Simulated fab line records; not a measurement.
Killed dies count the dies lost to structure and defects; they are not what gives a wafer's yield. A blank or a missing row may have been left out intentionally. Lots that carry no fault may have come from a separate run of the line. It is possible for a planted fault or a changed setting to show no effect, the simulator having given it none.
Code-filled problem report in 8D (eight disciplines) form || flow nandHarc || the parts of the form that need people (team, actions taken, sign-off) are left out

## 1. THE PROBLEM
Wafers without a fault read 55 with a standard deviation of 15, while killedAtArray at NHARC_END_SORT_01 averages 154 across 2 wafers of 1 lot. That is +6.6 standard deviations from the usual mean.
First observed at day 29 07:58: wafer L166.4, on prober-02. The record holds 2 wafers of 1 lot with a number at this step. By rule, "out" or "out of limits" means more than 4 standard deviations away from the usual mean. The rest of the wafers with a number are treated as sound.

## 2. WHAT IT IS; WHAT IT IS NOT
{"question": "which readings at this step", "is": "killedAtArray, killedDies", "is not": "killedAtOther, killedOpen, killedShort"}
{"question": "which lots", "is": "L166", "is not": "-"}
{"question": "which wafers of those lots", "is": "all that have a number", "is not": "-"}
{"question": "read on which gauges", "is": "prober-02", "is not": "-"}
{"question": "when", "is": "from day 29 07:58", "is not": "up to then (0 sound wafers)"}

## 3. SUSPECTS, AND WHAT RULES EACH OUT
Counting: a tool stays on the suspect list if, at a process step up to the reading, it processed all lots that are out and no sound lot following the first of them.
- the gauge at NHARC_END_SORT_01: kept. All the wafers that are out were read on prober-02, and no step on other tools shows them out.
- rieDiel-06 at NHARC_A_STAIRCASE_ETCH_194 (etches the open film in C4F8/O2, target depth 100 nm, time 40.5 s): kept. It ran the lot that is out, L166 (day 20 10:21), and no sound lot after that. Because NHARC_A_STAIRCASE_ETCH_194 lacks a start for some lots, the hours and order of its lots are taken from NHARC_A_STAIRCASE_ETCH_203.
- rieDiel-07 at NHARC_A_STAIRCASE_TRIM_202 (chemistry O2, time 211.2 s): kept. It ran the lot that is out, L166 (day 20 10:21), and no sound lot after that. Because NHARC_A_STAIRCASE_TRIM_202 lacks a start for some lots, the hours and order of its lots are taken from NHARC_A_STAIRCASE_ETCH_203.
- rieDiel-07 at NHARC_A_STAIRCASE_ETCH_203 (etches the open film in C4F8/O2, target depth 100 nm, time 40.5 s): kept. It ran the lot that is out, L166 (day 20 10:21), and no sound lot after that.
- plasmaAsher-01 at NHARC_A_STAIRCASE_STRIP_205 (strips in O2): kept. It ran the lot that is out, L166 (day 20 10:34), and no sound lot after that.
- rieDiel-06 at NHARC_A_STAIRCASE_DESCUM_219 (chemistry O2, time 3 s): kept. It ran the lot that is out, L166 (day 20 12:05), and no sound lot after that.
- rieDiel-06 at NHARC_A_STAIRCASE_TRIM_226 (chemistry O2, time 211.2 s): kept. It ran the lot that is out, L166 (day 29 07:58), and no sound lot after that. Because NHARC_A_STAIRCASE_TRIM_226 lacks a start for some lots, the hours and order of its lots are taken from NHARC_END_SORT_01.
Left after counting: rieDiel-06 at NHARC_A_STAIRCASE_ETCH_194, rieDiel-07 at NHARC_A_STAIRCASE_TRIM_202, rieDiel-07 at NHARC_A_STAIRCASE_ETCH_203, plasmaAsher-01 at NHARC_A_STAIRCASE_STRIP_205, rieDiel-06 at NHARC_A_STAIRCASE_DESCUM_219, rieDiel-06 at NHARC_A_STAIRCASE_TRIM_226, prober-02 at NHARC_END_SORT_01.

## 4. THE CAUSE (what the simulator had put in)
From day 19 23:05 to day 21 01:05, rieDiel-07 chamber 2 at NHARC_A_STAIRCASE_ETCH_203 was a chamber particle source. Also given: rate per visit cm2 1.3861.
Of the 7 suspects that counting leaves, this tool is one.

## 5. THE EFFECT CHAIN, in route order
One row per reading whose mean, taken over the struck wafers that have a number, lies over 3 standard deviations from the usual. Readings are gone through only where the record gives a usual standard deviation; hours: the median, over the lots, of the time from a lot's start at the first step in this table giving one to that lot's start at this step; sigmas: the change measured in usual standard deviations.
{"hours": 0, "step": "NHARC_END_SORT_01", "reading": "killedAtArray", "usual": 55, "on struck wafers": 154, "change": "+99", "sigmas": "+6.6"}
{"hours": 0, "step": "NHARC_END_SORT_01", "reading": "killedDies", "usual": 59, "on struck wafers": 160, "change": "+101", "sigmas": "+6.7"}

## 6. HOW IT WOULD HAVE BEEN CAUGHT EARLIER
In this record the first reading out of limits at a measuring or inspecting step was taken at day 29 07:58, 225 hours after the fault began at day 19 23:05.
No tool reading at NHARC_A_STAIRCASE_ETCH_203 that has a usual standard deviation in the record was out on any struck wafer, so an alarm limit of 4 standard deviations on those readings would not have fired.
All the lots that are out (1) had begun NHARC_A_STAIRCASE_ETCH_203 on rieDiel-07 by day 29 07:58. Tool hold at that time: it would have spared none of them.
